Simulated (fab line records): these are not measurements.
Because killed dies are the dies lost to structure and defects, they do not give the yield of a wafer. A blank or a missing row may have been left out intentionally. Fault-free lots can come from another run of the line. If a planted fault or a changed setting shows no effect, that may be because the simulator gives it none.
What tool caused it?	flow n5Finfet	9 lots, 27 wafers sampled, at 6 steps of a route of 1938

== WHAT THE GAUGES SHOWED, per wafer ==
N5_SD_EPI_N_OVL_MEAS_10.
lot	measured	on	SD_N_BLK_OVL (nm)
L423	day 3 01:46	overlay-02	0.8 0.3 0.5
L424	day 3 06:22	overlay-01	-0.3 -1.0 -0.9
L429	day 4 12:42	overlay-01	0.2 0.1 0.3
L430	day 4 23:44	overlay-02	1.0 -0.7 -0.7
L431	day 5 06:32	overlay-01	-0.9 -1.1 -1.4
L432	day 5 13:26	overlay-01	-1.4 0.7 -1.1
L435	day 6 06:25	overlay-02	0.2 0.4 -0.4
L441	day 7 17:40	overlay-01	-1.1 0.3 -1.9
L443	day 8 01:55	overlay-02	-0.8 -1.3 0.2

N5_SD_EPI_N_EPI_MEAS_23.
lot	measured	on	thkNm (nm)
L423	day 3 06:18	filmMetro-01	59.7 59.3 59.3
L424	day 3 09:49	filmMetro-02	58.0 59.2 59.4
L429	day 4 16:09	filmMetro-01	59.6 60.3 60.9
L430	day 5 03:11	filmMetro-02	0.9 0.5 0.9
L431	day 5 10:05	filmMetro-02	0.0 1.9 0.7
L432	day 5 18:19	filmMetro-02	1.7 1.7 0.4
L435	day 6 10:36	filmMetro-02	58.2 57.5 58.8
L441	day 7 21:51	filmMetro-01	57.7 58.5 57.5
L443	day 8 05:28	filmMetro-01	58.2 59.2 60.4

N5_BEOL_M4_RC_MEAS_101.
lot	measured	on	DIBL_N (mV/V)	DIBL_P (mV/V)	IOFF_N (nA/um)	IOFF_P (nA/um)	ION_N (uA/um)	ION_P (uA/um)	SS_N (mV/dec)	SS_P (mV/dec)	VT_N (mV)	VT_P (mV)
L423	day 8 01:31	prober-01	35.5 36.4 35.7	35.5 36.6 34.9	0.14 0.15 0.14	0.18 0.20 0.18	657 674 666	448 464 456	71.7 71.3 70.9	72.8 73.2 73.1	253 254 250	-254 -251 -251
L424	day 9 00:19	prober-02	37.7 36.5 36.5	37.5 35.6 36.0	0.18 0.16 0.16	0.22 0.19 0.19	674 666 676	463 456 453	71.6 71.3 71.7	73.8 73.2 73.5	250 250 250	-249 -252 -252
L429	day 9 04:58	prober-01	38.8 36.9 37.5	41.7 38.2 38.4	0.23 0.18 0.19	0.27 0.21 0.21	694 676 683	468 452 456	72.2 71.8 71.6	74.3 73.9 74.3	245 250 248	-251 -252 -254
L435	day 11 00:52	prober-01	37.7 34.9 36.2	38.5 36.7 37.5	0.19 0.14 0.16	0.26 0.21 0.23	688 677 677	475 466 461	72.3 70.8 72.2	73.5 73.7 72.3	248 253 248	-245 -249 -246
L441	day 12 15:16	prober-02	36.3 34.8 37.2	35.0 33.8 35.8	0.17 0.13 0.18	0.26 0.23 0.26	681 668 681	470 469 471	71.5 71.8 71.3	72.7 72.6 73.8	247 254 247	-245 -245 -245
L443	day 13 01:27	prober-01	35.4 37.0 35.2	37.3 37.7 37.1	0.16 0.17 0.15	0.21 0.22 0.21	681 682 682	464 465 461	71.1 70.8 71.0	73.6 73.7 73.0	248 248 250	-250 -249 -249

== WHICH TOOL RAN EACH LOT (tool, then ch and the chambers of the sampled wafers, then the start) ==
lot	N5_SD_EPI_N_DESCUM_14	N5_SD_EPI_N_ETCHBACK_44	N5_SD_EPI_N_ETCH_16
L423	rieDiel-05 ch 0,2,3, day 3 02:10	rieDiel-05 ch 0,2,3, day 3 02:35	rieDiel-05 ch 0,2,3, day 3 02:47
L424	rieDiel-02 ch 0,2, day 3 06:25	rieDiel-02 ch 0,2, day 3 06:50	rieDiel-02 ch 0,2, day 3 07:02
L429	rieDiel-04 ch 1,2, day 4 12:46	rieDiel-04 ch 1,2, day 4 13:11	rieDiel-04 ch 1,2, day 4 13:23
L430	rieDiel-04 ch 0,3, day 4 23:47	rieDiel-04 ch 0,3, day 5 00:12	rieDiel-04 ch 0,3, day 5 00:24
L431	rieDiel-02 ch 0,1,3, day 5 06:42	rieDiel-02 ch 0,1,3, day 5 07:07	rieDiel-02 ch 0,1,3, day 5 07:19
L432	rieDiel-02 ch 0,2,3, day 5 14:11	rieDiel-02 ch 0,2,3, day 5 14:35	rieDiel-02 ch 0,2,3, day 5 14:47
L435	rieDiel-04 ch 0,2,3, day 6 06:28	rieDiel-04 ch 0,2,3, day 6 06:53	rieDiel-04 ch 0,2,3, day 6 07:05
L441	rieDiel-04 ch 0,1, day 7 17:43	rieDiel-04 ch 0,1, day 7 18:08	rieDiel-04 ch 0,1, day 7 18:20
L443	rieDiel-02 ch 0,2,3, day 8 02:05	rieDiel-02 ch 0,2,3, day 8 02:32	rieDiel-02 ch 0,2,3, day 8 02:42
- N5_SD_EPI_N_DESCUM_14: chemistry O2, time 7.9 s.
- N5_SD_EPI_N_ETCHBACK_44: etches SiNx in CH3F/O2, stops on SiO2, target depth 14.5 nm.
- N5_SD_EPI_N_ETCH_16: etches SiO2 in CHF3/O2, target depth 5 nm.

== AS READ BY THE TOOLS THEMSELVES (means over the sampled wafers that have a number; for cases with no such wafer, the mark the record gives instead) ==
N5_SD_EPI_N_DESCUM_14.
lot	tool	drypumpMotorCurrentA (A)	oesProductAu (a.u.)	rfVppV (V)	showerheadPlenumPTorr (Torr)	throttleValvePct (%)
L423	rieDiel-05	5.5	0.78	243.4	2.10	20.27
L424	rieDiel-02	5.8	0.74	243.6	2.11	20.38
L429	rieDiel-04	5.0	0.87	242.4	2.09	20.39
L430	rieDiel-04	5.8	0.72	242.2	1.98	20.38
L431	rieDiel-02	5.3	0.88	242.4	2.09	20.27
L432	rieDiel-02	5.6	0.81	243.6	2.09	20.35
L435	rieDiel-04	5.4	0.78	241.7	2.01	20.35
L441	rieDiel-04	5.5	0.71	242.5	2.09	20.51
L443	rieDiel-02	5.7	0.78	243.3	2.09	20.37

N5_SD_EPI_N_ETCHBACK_44.
lot	tool	CH3F_flow_sccm (sccm)	O2_flow_sccm (sccm)	biasW (W)	drypumpMotorCurrentA (A)	oesProductAu (a.u.)	rfVppV (V)	showerheadPlenumPTorr (Torr)	throttleValvePct (%)
L423	rieDiel-05	30.04	20.01	72.90	5.5	0.66	296	2.00	16.19
L424	rieDiel-02	30.01	19.95	73.02	5.8	0.63	295	2.03	16.44
L429	rieDiel-04	30.01	20.05	72.95	5.0	0.75	299	2.00	16.28
L430	rieDiel-04	-	-	-	-	-	-	-	-
L431	rieDiel-02	-	-	-	-	-	-	-	-
L432	rieDiel-02	-	-	-	-	-	-	-	-
L435	rieDiel-04	30.00	20.04	73.29	5.4	0.67	299	1.92	16.33
L441	rieDiel-04	29.94	20.00	73.22	5.5	0.61	294	2.01	16.58
L443	rieDiel-02	30.04	19.93	73.05	5.6	0.66	295	2.00	16.39

N5_SD_EPI_N_ETCH_16.
lot	tool	biasW (W)	drypumpMotorCurrentA (A)	oesProductAu (a.u.)	rfVppV (V)	showerheadPlenumPTorr (Torr)	throttleValvePct (%)
L423	rieDiel-05	169.8	5.5	0.77	522	2.41	18.72
L424	rieDiel-02	169.7	5.8	0.74	518	2.44	18.95
L429	rieDiel-04	169.8	5.0	0.87	528	2.41	18.86
L430	rieDiel-04	170.2	5.8	0.72	524	2.30	18.93
L431	rieDiel-02	170.1	5.3	0.86	522	2.41	18.74
L432	rieDiel-02	170.4	5.7	0.80	521	2.42	18.87
L435	rieDiel-04	169.7	5.4	0.78	529	2.32	18.86
L441	rieDiel-04	170.0	5.5	0.70	517	2.43	19.12
L443	rieDiel-02	170.4	5.7	0.78	520	2.41	18.90

== THE ANSWER, worked out from the rows above alone ==
Rule: the lots themselves supply what counts as usual. Put in order of their means at a reading, lots are off if they are a third of the lots or fewer, leave a main group of 4 or more, and stand apart from it by a gap of 3 or more times the standard deviation of the main group's means; of several such gaps the widest counts. A main group whose means are all the same, to the digits that the tables above print for the reading, isn't used. Also off: a lot with no number at a reading for which 4 or more lots have one. All remaining lots with rows at the step are treated as sound. Order of review: gauges by route order, followed by the tools' own readings, for which a lot's mean as printed above is used. The first step at which some lot is off is used, and at that step the reading that is off furthest; a lot without a number counts as furthest.
Off: L430, L431, L432, at N5_SD_EPI_N_EPI_MEAS_23 (thkNm). The main group has a mean of 59.0 nm with a standard deviation of 0.79.
A tool fits if, at a process step before that reading, it ran every lot that is off, and no sound lot after the first of them. Not tried: the gauges at N5_SD_EPI_N_EPI_MEAS_23; whatever is off there is also off at N5_SD_EPI_N_ETCHBACK_44, on other tools, and gauge error can't account for it. Not one of the candidates tried fits.

== WHAT WAS PUT IN BY THE SIMULATOR ==
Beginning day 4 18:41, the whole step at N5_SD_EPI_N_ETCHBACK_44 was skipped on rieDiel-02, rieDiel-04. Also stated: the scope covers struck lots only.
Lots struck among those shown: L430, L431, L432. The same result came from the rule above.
